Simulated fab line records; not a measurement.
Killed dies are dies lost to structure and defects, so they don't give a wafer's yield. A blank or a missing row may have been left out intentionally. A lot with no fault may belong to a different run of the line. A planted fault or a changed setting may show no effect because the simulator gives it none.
Chamber matching | flow n5Finfet | 4 sister chambers for N5_BEOL_M7_ETCH_61 on rieDiel-01
The step etches SiARC in CF4, target depth 45.5 nm, time 75.8 s. 14 wafers are shown with their chamber, then 7 later ones without.

WAFERS, EACH WITH ITS CHAMBER
wafer  | chamber | drypumpMotorCurrentA (A) | showerheadPlenumPTorr (Torr) | throttleValvePct (%)
L713.1 | 1       | 5.7                      | 2.03                         | 15.76
L713.5 | 1       | 5.7                      | 2.03                         | 15.76
L713.6 | 2       | 5.7                      | 2.08                         | 15.40
L717.3 | 0       | 6.0                      | 2.13                         | 15.72
L717.5 | 2       | 5.7                      | 2.08                         | 15.39
L717.6 | 3       | 6.3                      | 2.06                         | 15.60
L718.2 | 0       | 6.0                      | 2.13                         | 15.73
L718.3 | 3       | 6.3                      | 2.06                         | 15.62
L718.5 | 3       | 6.3                      | 2.06                         | 15.60
L727.1 | 2       | 5.6                      | 2.07                         | 15.45
L727.2 | 0       | 6.0                      | 2.12                         | 15.77
L727.3 | 3       | 6.3                      | 2.06                         | 15.62
L728.2 | 2       | 5.6                      | 2.07                         | 15.44
L728.4 | 0       | 6.0                      | 2.12                         | 15.78

SIGNATURES (averages over the wafers above)
reading               | chamber 0 | chamber 1 | chamber 2 | chamber 3 | scatter within a chamber
drypumpMotorCurrentA  | 6.000     | 5.700     | 5.650     | 6.300     | 0.0316
showerheadPlenumPTorr | 2.1250    | 2.0300    | 2.0750    | 2.0600    | 0.00447
throttleValvePct      | 15.7500   | 15.7600   | 15.4200   | 15.6100   | 0.0237
Rule: for each reading, subtract the chamber's mean from the wafer's reading, divide by that reading's scatter and square the result; add these up over the readings and take the root, which gives the wafer's distance from the chamber. If the next closest chamber is less than 2 further off than the closest, the wafer can't be placed; otherwise it belongs to the closest. The scatter: take each reading less its chamber's mean, square it, sum over the shown wafers, divide by the number of wafers less the number of chambers, and take the root.

WAFERS WHOSE CHAMBER IS MISSING
wafer  | drypumpMotorCurrentA (A) | showerheadPlenumPTorr (Torr) | throttleValvePct (%)
L728.5 | 5.6                      | 2.07                         | 15.45
L729.1 | 6.0                      | 2.12                         | 15.77
L729.4 | 6.3                      | 2.06                         | 15.63
L729.5 | 6.3                      | 2.06                         | 15.65
L732.3 | 5.7                      | 2.27                         | 15.31
L732.4 | 6.0                      | 2.12                         | 15.80
L732.5 | 6.0                      | 2.12                         | 15.78

THE CHAMBER EACH PASSED THROUGH
wafer  | from the rows above | in truth
L728.5 | 2                   | 2
L729.1 | 0                   | 0
L729.4 | 3                   | 3
L729.5 | 3                   | 3
L732.3 | 0                   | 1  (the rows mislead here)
L732.4 | 0                   | 0
L732.5 | 0                   | 0
6 of 7 placed correctly. Left unplaced by these rows: 0. 1 placed wrongly.
